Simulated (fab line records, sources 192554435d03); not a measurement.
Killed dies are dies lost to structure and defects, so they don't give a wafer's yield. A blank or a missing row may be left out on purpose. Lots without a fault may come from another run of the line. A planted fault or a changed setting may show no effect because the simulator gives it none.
Chamber matching | flow n5_finfet | N5_GATE_CUT_DESCUM_18 on rie_diel-01: 4 sister chambers
The step chemistry O2, time 7 s. 7 wafers are shown with their chamber, then 8 later ones without.

WAFERS WITH THEIR CHAMBER
wafer  | chamber | showerhead_plenum_p_Torr (Torr) | drypump_motor_current_A (A)
L081.5 | 3       | 2.11                            | 6.7
L084.5 | 1       | 2.02                            | 5.9
L084.6 | 0       | 2.08                            | 6.1
L089.3 | 2       | 2.07                            | 6.0
L089.5 | 1       | 2.01                            | 5.9
L089.6 | 2       | 2.07                            | 6.1
L091.2 | 3       | 2.10                            | 6.6

WAFERS WITHOUT THEIR CHAMBER
wafer  | showerhead_plenum_p_Torr (Torr) | drypump_motor_current_A (A)
L091.3 | 2.07                            | 6.1
L091.6 | 2.07                            | 6.1
L094.1 | 2.06                            | 6.1
L094.2 | 2.07                            | 6.1
L094.4 | 2.10                            | 6.7
L096.3 | 2.01                            | 5.9
L096.5 | 2.01                            | 5.9
L096.6 | 2.07                            | 6.1

WHICH CHAMBER EACH WENT THROUGH
wafer  | from the rows above     | in truth
L091.3 | can't be placed: 2 or 0 | 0
L091.6 | can't be placed: 2 or 0 | 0
L094.1 | can't be placed: 2 or 0 | 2
L094.2 | can't be placed: 2 or 0 | 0
L094.4 | 3                       | 3
L096.3 | 1                       | 1
L096.5 | 1                       | 1
L096.6 | can't be placed: 2 or 0 | 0
Placed correctly: 3 of 8. Can't be placed from these rows: 5 (the true chamber is among the candidates in 5). Placed wrongly: 0.
How it was worked out, from the rows above alone: a wafer's distance from a chamber is the root of the sum, over the readings, of the square of ((its reading less the chamber's mean) divided by the reading's scatter). The wafer belongs to the nearest chamber; if the next one is less than 2 further off, it can't be placed. A chamber's mean is the mean of its shown wafers. The scatter: the root of (the sum of the squares of (reading less its chamber's mean) over the shown wafers, divided by (wafers less chambers)).
